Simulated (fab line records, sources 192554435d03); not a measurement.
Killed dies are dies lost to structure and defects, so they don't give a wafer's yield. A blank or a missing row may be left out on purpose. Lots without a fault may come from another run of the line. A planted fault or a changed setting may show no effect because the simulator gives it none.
A struck lot beside a sound one | flow n5_finfet | 41 steps out of a route of 1938
Sound: wafers L950.3, L950.4. Struck: wafer L937.6. (L937.1, L937.3 of the same lot were not struck and are left out.) The cause comes at the end.
At each step with rows: each side's tool, then ch and its chambers, then its first start. Under that, the readings that differ: sound wafers | struck wafers | difference of the means | sigmas: that difference in standard deviations of wafers without a fault.
alike: readings whose means differ by less than 2 such deviations, and words and numbers that are the same on both sides. not compared: withheld readings, readings that some wafer has no value for, bounds like >300 that may hide the same value, and numbers for which the record gives no deviation and whose values overlap.
The two part at a step that has a row with sigmas, a row that says differs or no value, or rows on one side only. Numbers that don't overlap but have no deviation are shown without sigmas and don't part them. A reading that every wafer of one side lacks parts them only if that side has two wafers or more.

first, 9 steps without rows for these wafers: N5_BEOL_M5_DESCUM_33 (chemistry O2, time 7 s); N5_BEOL_M5_ETCH_75 (etches underlayer in N2/H2, target depth 6.5 nm, time 5.2 s); N5_BEOL_M5_ETCH_67 (etches SiARC in CF4, target depth 15.6 nm, time 26 s); N5_BEOL_M5_ETCH_68 (etches SOC in N2/H2, target depth 80 nm, overetch 16 nm, time 120 s); N5_BEOL_M5_STRIP_69 (strips in N2/H2); N5_BEOL_M5_STRIP_76 (strips in N2/H2); N5_BEOL_M5_VIA_ETCH_34 (etches SiCOH lowk in C4F6/O2, target depth 88.3 nm, time 39.2 s); N5_BEOL_M5_STRIP_85 (strips in C4F6/O2); N5_BEOL_M5_STRIP_36 (strips in N2/H2).
N5_BEOL_M5_TRENCH_ETCH_37: etches SiCOH lowk in C4F6/O2, target depth 71.652 nm, time 24.7 s.
  sound on rie_diel-05 ch 1,2, day 13 02:08; struck on rie_diel-04 ch 0, day 10 12:46
  reading                             | sound       | struck | difference | sigmas
  drypump_motor_current_A (A)         | 5.4 4.9     | 6.3    | +1.1       | +3
  model.etch.depth_nm (nm)            | 70.35 70.59 | 62.99  | -7.48      |
  model.BEOL_M5.feature_depth_nm (nm) | 70.4 70.6   | 63     | -8         |
  alike: O2_flow_sccm, oes_product_au, rf_vpp_V, showerhead_plenum_p_Torr, throttle_valve_pct
  not compared: rf_hours_counter_h, model.TiN_of_BEOL_M5_HM_DEP_02.thk_nm
then, 2 steps without rows for these wafers: N5_BEOL_M5_ETCH_41 (etches SiCN in CH3F/O2, target depth 31.5 nm, time 56.7 s); N5_BEOL_M5_STRIP_91 (strips in N2/H2, time 10 s).
N5_BEOL_M5_OCD_MEAS_38:
  sound on ocd-02, day 13 02:17; struck on ocd-01, day 10 12:55
  reading              | sound     | struck | difference | sigmas
  trench_depth_nm (nm) | 70.1 70.4 | 63.2   | -7.0       | -6
then, 21 steps without rows for these wafers: N5_BEOL_M5_HM_STRIP_39 (strips TiN in peroxide tin strip, target depth 25 nm, time 158 s); N5_BEOL_M5_SRD_40 (time 30 s); N5_BEOL_M5_PRECLEAN_42 (cleans in residue remover, time 60 s); N5_BEOL_M5_SRD_43 (time 30 s); N5_BEOL_M5_CURE_80 (cures SiCOH lowk, time 120 s); N5_BEOL_M5_DEGAS_44 (time 60 s); N5_BEOL_M5_PRE_CLEAN_45 (time 30 s); N5_BEOL_M5_ALD_86 (deposits TaN, pulse time 2 s, purge time 3 s, co reactant purge time 2 s); N5_BEOL_M5_SURFACE_TREAT_87; N5_BEOL_M5_CVD_47 (deposits Co from CCTBA/H2, target thk 3 nm, time 216 s); N5_BEOL_M5_SPUTTER_48 (material Cu, target thk 15 nm, time 27.62 s); N5_BEOL_M5_ANNEAL_49 (time 1800 s); N5_BEOL_M5_SPUTTER_81 (material Cu, target thk 15 nm, time 27.62 s); N5_BEOL_M5_ANNEAL_82 (time 1800 s); N5_BEOL_M5_SPUTTER_83 (material Cu, target thk 15 nm, time 27.62 s); N5_BEOL_M5_ANNEAL_84 (time 1800 s); N5_BEOL_M5_SPUTTER_88 (material Cu, target thk 15 nm, time 27.62 s); N5_BEOL_M5_ANNEAL_89 (time 1800 s); N5_BEOL_M5_SPUTTER_90 (material Cu, target thk 4.5 nm, time 8.29 s); N5_BEOL_M5_ECD_50 (material Cu, target thk 300 nm); N5_BEOL_M5_ANNEAL_51 (time 90 s).
N5_BEOL_M5_CMP_52: polishes, stops on SiCOH lowk, t overpolish 6.9 s, target thk 62 nm.
  sound on cmp-02 ch 0,1, day 13 12:26; struck on cmp-01 ch 1, day 10 21:52
  reading                                | sound       | struck | difference | sigmas
  overpolish_run_s (s)                   | 6.911 6.915 | 6.894  | -0.019     | -2
  model.Cu_of_BEOL_M5_ECD_50.thk_nm (nm) | 60.8 61.4   | 53     | -8         |
  alike: barrier_field_endpoint_s, clearing_platen_down_force_psi, motor_current_A, time_to_endpoint_s
N5_BEOL_M5_THK_MEAS_53: measures by xrf.
  sound on film_metro-01, day 13 12:44; struck on film_metro-02, day 10 22:10
  reading     | sound     | struck | difference | sigmas
  M5_THK (nm) | 60.8 61.4 | 53.9   | -7.2       | -5
then, 2 steps without rows for these wafers: N5_BEOL_M5_PRE_CLEAN_77 (time 15 s); N5_BEOL_M5_CO_CAP_78 (material Co, precursor CCTBA/H2, target thk 2 nm, time 102.1 s).
N5_BEOL_M5_RS_MEAS_57: measures by four-point-probe.
  sound on film_metro-01, day 13 13:13; struck on film_metro-02, day 10 22:25
  reading        | sound       | struck | difference | sigmas
  M5_RS (ohm/sq) | 0.396 0.391 | 0.469  | +0.075     | +7
-- the record jumps here: 3 days lie between the struck wafers' starts before and after (it left off in module BEOL_M5 and takes up again in module BEOL_M15, whose first step shown is number 1830 of the route) --
N5_BEOL_M15_RC_MEAS_101:
  sound on prober-01 ch 0, day 16 23:51; struck on prober-01 ch 0, day 14 01:51
  reading                   | sound       | struck | difference | sigmas
  SERP_M12 (ohm/um)         | 0.597 0.611 | 0.646  | +0.042     | +3
  SERP_M5 (ohm/um)          | 39.1 39.2   | 45.7   | +6.5       | +4
  SERP_M5_max_site (ohm/um) | 41.5 40.1   | 47.9   | +7.1       | +4
  SERP_M9 (ohm/um)          | 3.16 3.19   | 2.90   | -0.27      | -3
  alike: COMB_M10, COMB_M11, COMB_M12, COMB_M13, COMB_M14, COMB_M15, COMB_M15_max_site, COMB_M5, COMB_M6, COMB_M7, COMB_M8, COMB_M9, SERP_M10, SERP_M11, SERP_M11_max_site, SERP_M13, SERP_M14, SERP_M6, SERP_M7, SERP_M8
N5_PASSIVATION_PROBE_49:
  the record has rows for the struck wafers here (prober-01, day 14 17:25) and none for the sound ones

WHERE THEY PART
First at N5_BEOL_M5_TRENCH_ETCH_37; last, within this record, at N5_PASSIVATION_PROBE_49.

WHY: what the simulator had put in
Process parameter drift: rie_diel-04, from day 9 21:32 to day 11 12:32, at N5_BEOL_M5_TRENCH_ETCH_37. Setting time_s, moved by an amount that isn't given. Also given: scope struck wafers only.
